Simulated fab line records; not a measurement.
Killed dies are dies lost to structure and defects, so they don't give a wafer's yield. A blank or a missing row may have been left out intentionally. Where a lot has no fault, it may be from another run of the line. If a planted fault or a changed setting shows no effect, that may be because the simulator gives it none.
Chamber matching :: flow n5_finfet :: N5_BEOL_M11_ILD_DEP_00 on pecvd-01: 3 sister chambers
The step deposits SiCOH lowk from DEMS/porogen, target thk 308.51 nm, time 58 s. 3 wafers are shown with their chamber, then 7 later ones without.

## WAFERS, EACH WITH ITS CHAMBER
wafer: L085.2
chamber: 0
throttle_valve_pct (%): 13.3

wafer: L084.2
chamber: 1
throttle_valve_pct (%): 15.2

wafer: L084.4
chamber: 2
throttle_valve_pct (%): 13.1

## WAFERS WITHOUT THEIR CHAMBER
wafer: L084.5
throttle_valve_pct (%): 13.6

wafer: L087.1
throttle_valve_pct (%): 13.4

wafer: L087.4
throttle_valve_pct (%): 13.0

wafer: L087.6
throttle_valve_pct (%): 13.1

wafer: L094.1
throttle_valve_pct (%): 13.3

wafer: L094.2
throttle_valve_pct (%): 13.1

wafer: L094.3
throttle_valve_pct (%): 15.3

## CHAMBER TAKEN BY EACH
wafer: L084.5
from the rows above: can't be placed: 0 or 2
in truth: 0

wafer: L087.1
from the rows above: can't be placed: 0 or 2
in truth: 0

wafer: L087.4
from the rows above: can't be placed: 2 or 0
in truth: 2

wafer: L087.6
from the rows above: can't be placed: 2 or 0
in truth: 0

wafer: L094.1
from the rows above: can't be placed: 0 or 2
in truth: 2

wafer: L094.2
from the rows above: can't be placed: 2 or 0
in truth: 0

wafer: L094.3
from the rows above: 1
in truth: 1
1 of 7 placed correctly. From these rows, 6 cannot be placed; in 6 the true chamber is one of the candidates. 0 placed wrongly.
How it was worked out, from the rows above alone: a wafer's distance from a chamber is the root of the sum, over the readings, of the square of ((its reading less the chamber's mean) divided by the reading's scatter). If the next closest chamber is less than 2 further off than the closest, the wafer can't be placed; otherwise it belongs to the closest. For every chamber, the mean is computed from those of its wafers that are shown. The scatter: with one shown wafer a chamber, the root of the mean of the squares of how far each hidden wafer lies from its nearest shown one.
